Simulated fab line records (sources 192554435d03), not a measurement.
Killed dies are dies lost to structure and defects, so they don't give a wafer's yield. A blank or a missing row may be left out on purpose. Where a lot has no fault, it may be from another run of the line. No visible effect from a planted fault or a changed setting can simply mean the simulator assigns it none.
Which tool is to blame? | flow n5-finfet | 30 wafers from 10 lots sampled at 4 of the route's 1938 steps

## WHAT THE GAUGES READ, wafer by wafer
No reading from a measuring or inspecting step in the record can be judged against a usual standard deviation.

## TOOL THAT RAN EACH LOT (tool first, then ch and the chambers of the sampled wafers, then the start)
lot  | N5_BEOL_M15_DESCUM_33              | N5_BEOL_M15_ETCH_61                | N5_BEOL_M15_ETCH_38                           | N5_BEOL_M15_DEGAS_41
L822 | rie-diel-06 ch 1,2, day 12 00:39   | rie-diel-06 ch 1,2, day 12 00:41   | rie-diel-03 ch 1,2,3, day 12 05:11 or earlier | pvd-sputter-03, day 12 05:11
L825 | rie-diel-01 ch 0,2,3, day 12 20:15 | rie-diel-01 ch 0,2,3, day 12 20:17 | rie-diel-01 ch 0,2, day 12 23:10 or earlier   | pvd-sputter-01, day 12 23:10
L828 | rie-diel-06 ch 0,1,2, day 13 13:30 | rie-diel-06 ch 0,1,2, day 13 13:32 | rie-diel-03 ch 0,1,2, day 13 14:26 or earlier | pvd-sputter-03, day 13 14:26
L830 | rie-diel-06 ch 0,2,3, day 14 02:35 | rie-diel-06 ch 0,2,3, day 14 02:38 | rie-diel-06 ch 0,1,3, day 14 03:37 or earlier | pvd-sputter-02, day 14 03:37
L834 | rie-diel-01 ch 2,3, day 15 00:14   | rie-diel-01 ch 2,3, day 15 00:16   | rie-diel-06 ch 0,1, day 15 02:05 or earlier   | pvd-sputter-03, day 15 02:05
L836 | rie-diel-01 ch 0,1,3, day 15 08:44 | rie-diel-01 ch 0,1,3, day 15 08:46 | rie-diel-06 ch 0,1,3, day 15 11:06 or earlier | pvd-sputter-01, day 15 11:06
L838 | rie-diel-01 ch 1,3, day 16 03:41   | rie-diel-01 ch 1,3, day 16 03:44   | rie-diel-06 ch 0,1, day 16 06:29 or earlier   | pvd-sputter-01, day 16 06:29
L840 | rie-diel-06 ch 0,3, day 17 02:26   | rie-diel-06 ch 0,3, day 17 02:28   | rie-diel-01 ch 0,1, day 17 04:28 or earlier   | pvd-sputter-03, day 17 04:28
L841 | rie-diel-03 ch 0,2,3, day 17 02:45 | rie-diel-03 ch 0,2,3, day 17 02:47 | rie-diel-01 ch 1,2,3, day 17 07:25 or earlier | pvd-sputter-01, day 17 07:25
L842 | rie-diel-03 ch 0,3, day 17 09:48   | rie-diel-03 ch 0,3, day 17 09:50   | rie-diel-01 ch 1,2, day 17 10:53 or earlier   | pvd-sputter-03, day 17 10:53
- N5_BEOL_M15_DESCUM_33: chemistry O2, time 7.9 s.
- N5_BEOL_M15_ETCH_61: etches BARC in N2/H2, target depth 89 nm, overetch 26.7 nm, time 67.9 s.
- N5_BEOL_M15_ETCH_38: etches SiCN in CF4/N2, target depth 106.4 nm, time 120.5 s.
- N5_BEOL_M15_DEGAS_41: time 60 s.

## AS READ BY THE TOOLS THEMSELVES (means over the sampled wafers that have a number; for cases with no such wafer, the mark the record gives instead)
N5_BEOL_M15_DESCUM_33. Usual: drypump-motor-current-A 5.7 A, standard deviation 0.51; oes-product-au 0.81 a.u., standard deviation 0.079; rf-vpp-V 243.7 V, standard deviation 1.2; showerhead-plenum-p-Torr 2.13 Torr, standard deviation 0.063; throttle-valve-pct 20.31 %, standard deviation 0.25.
lot  | tool        | drypump-motor-current-A (A) | oes-product-au (a.u.) | rf-vpp-V (V) | showerhead-plenum-p-Torr (Torr) | throttle-valve-pct (%) | flag
L822 | rie-diel-06 | 6.1                         | 0.83                  | 243.2        | 2.08                            | 20.43                  |
L825 | rie-diel-01 | 6.0                         | 0.83                  | 243.4        | 2.11                            | 20.29                  |
L828 | rie-diel-06 | 5.8                         | 0.79                  | 243.6        | 2.11                            | 20.51                  |
L830 | rie-diel-06 | 5.9                         | 0.78                  | 243.3        | 2.10                            | 20.38                  |
L834 | rie-diel-01 | 5.5                         | 0.87                  | 242.9        | 2.10                            | 20.30                  |
L836 | rie-diel-01 | 5.8                         | 0.77                  | 243.1        | 2.12                            | 20.33                  |
L838 | rie-diel-01 | 5.3                         | 0.79                  | 243.7        | 2.14                            | 20.32                  |
L840 | rie-diel-06 | 5.4                         | 0.80                  | 244.0        | 2.17                            | 20.20                  |
L841 | rie-diel-03 | 5.7                         | 0.81                  | 243.1        | 2.15                            | 20.30                  |
L842 | rie-diel-03 | 5.4                         | 0.72                  | 244.1        | 2.15                            | 20.32                  |

N5_BEOL_M15_ETCH_61. Usual: bias-w 150.0 W, standard deviation 0.42; drypump-motor-current-A 5.7 A, standard deviation 0.51; oes-product-au 0.69 a.u., standard deviation 0.064; rf-vpp-V 525.2 V, standard deviation 2.4; showerhead-plenum-p-Torr 2.59 Torr, standard deviation 0.075; throttle-valve-pct 17.73 %, standard deviation 0.26.
lot  | tool        | bias-w (W) | drypump-motor-current-A (A) | oes-product-au (a.u.) | rf-vpp-V (V) | showerhead-plenum-p-Torr (Torr) | throttle-valve-pct (%) | flag
L822 | rie-diel-06 | 150.1      | 6.1                         | 0.70                  | 522.5        | 2.52                            | 17.86                  |
L825 | rie-diel-01 | 149.8      | 5.9                         | 0.71                  | 524.7        | 2.56                            | 17.73                  |
L828 | rie-diel-06 | 153.3      | 5.8                         | 0.68                  | 530.6        | 2.55                            | 17.89                  | OFF
L830 | rie-diel-06 | 153.2      | 5.9                         | 0.67                  | 531.1        | 2.55                            | 17.77                  | OFF
L834 | rie-diel-01 | 150.2      | 5.5                         | 0.74                  | 523.8        | 2.55                            | 17.71                  |
L836 | rie-diel-01 | 150.4      | 5.8                         | 0.65                  | 525.0        | 2.58                            | 17.78                  |
L838 | rie-diel-01 | 150.0      | 5.3                         | 0.67                  | 525.5        | 2.60                            | 17.77                  |
L840 | rie-diel-06 | 149.6      | 5.4                         | 0.68                  | 526.4        | 2.63                            | 17.53                  |
L841 | rie-diel-03 | 150.0      | 5.7                         | 0.70                  | 526.0        | 2.60                            | 17.73                  |
L842 | rie-diel-03 | 150.0      | 5.5                         | 0.62                  | 525.3        | 2.60                            | 17.76                  |

N5_BEOL_M15_ETCH_38. Usual: bias-w 69.99 W, standard deviation 0.2; drypump-motor-current-A 5.7 A, standard deviation 0.53; oes-product-au 0.80 a.u., standard deviation 0.081; rf-vpp-V 383.1 V, standard deviation 1.6; showerhead-plenum-p-Torr 2.25 Torr, standard deviation 0.061; throttle-valve-pct 15.36 %, standard deviation 0.25.
lot  | tool        | bias-w (W) | drypump-motor-current-A (A) | oes-product-au (a.u.) | rf-vpp-V (V) | showerhead-plenum-p-Torr (Torr) | throttle-valve-pct (%) | flag
L822 | rie-diel-03 | 69.93      | 5.9                         | 0.78                  | 383.7        | 2.26                            | 15.48                  |
L825 | rie-diel-01 | 70.02      | 5.8                         | 0.89                  | 383.1        | 2.27                            | 15.30                  |
L828 | rie-diel-03 | 69.91      | 5.7                         | 0.70                  | 383.4        | 2.27                            | 15.48                  |
L830 | rie-diel-06 | 70.26      | 5.7                         | 0.85                  | 383.9        | 2.26                            | 15.12                  |
L834 | rie-diel-06 | 69.86      | 5.3                         | 0.83                  | 383.9        | 2.29                            | 15.27                  |
L836 | rie-diel-06 | 70.01      | 5.7                         | 0.84                  | 383.2        | 2.26                            | 15.16                  |
L838 | rie-diel-06 | 69.97      | 5.3                         | 0.81                  | 383.5        | 2.28                            | 15.29                  |
L840 | rie-diel-01 | 70.00      | 5.6                         | 0.76                  | 384.4        | 2.30                            | 15.44                  |
L841 | rie-diel-01 | 70.06      | 5.4                         | 0.82                  | 383.3        | 2.23                            | 15.34                  |
L842 | rie-diel-01 | 70.17      | 5.2                         | 0.85                  | 383.8        | 2.27                            | 15.32                  |

N5_BEOL_M15_DEGAS_41. Usual: 508 W for heater-power-w, sd 46.
lot  | tool           | heater-power-w (W) | flag
L822 | pvd-sputter-03 | 497                |
L825 | pvd-sputter-01 | 485                |
L828 | pvd-sputter-03 | 493                |
L830 | pvd-sputter-02 | 534                |
L834 | pvd-sputter-03 | 508                |
L836 | pvd-sputter-01 | 519                |
L838 | pvd-sputter-01 | 503                |
L840 | pvd-sputter-03 | 492                |
L841 | pvd-sputter-01 | 483                |
L842 | pvd-sputter-03 | 473                |

## THE ANSWER, worked out from the rows above alone
Rule: a lot is off if the mean of its wafers that have a number lies more than 3 standard deviations from the usual mean. Also off: a lot with no number at a reading for which 4 or more lots have one. All remaining lots with rows at the step are treated as sound. Order of review: gauges by route order, followed by the tools' own readings, for which a lot's mean as printed above is used. The first step at which some lot is off is used, and at that step the reading that is off furthest; a lot without a number counts as furthest.
Off at N5_BEOL_M15_ETCH_61 (bias-w): L828, L830.
A tool fits if, at that step or a process step before it, it ran every lot that is off, and no sound lot after the first of them. No candidate that was tried fits.

## WHAT HAD BEEN PUT IN BY THE SIMULATOR
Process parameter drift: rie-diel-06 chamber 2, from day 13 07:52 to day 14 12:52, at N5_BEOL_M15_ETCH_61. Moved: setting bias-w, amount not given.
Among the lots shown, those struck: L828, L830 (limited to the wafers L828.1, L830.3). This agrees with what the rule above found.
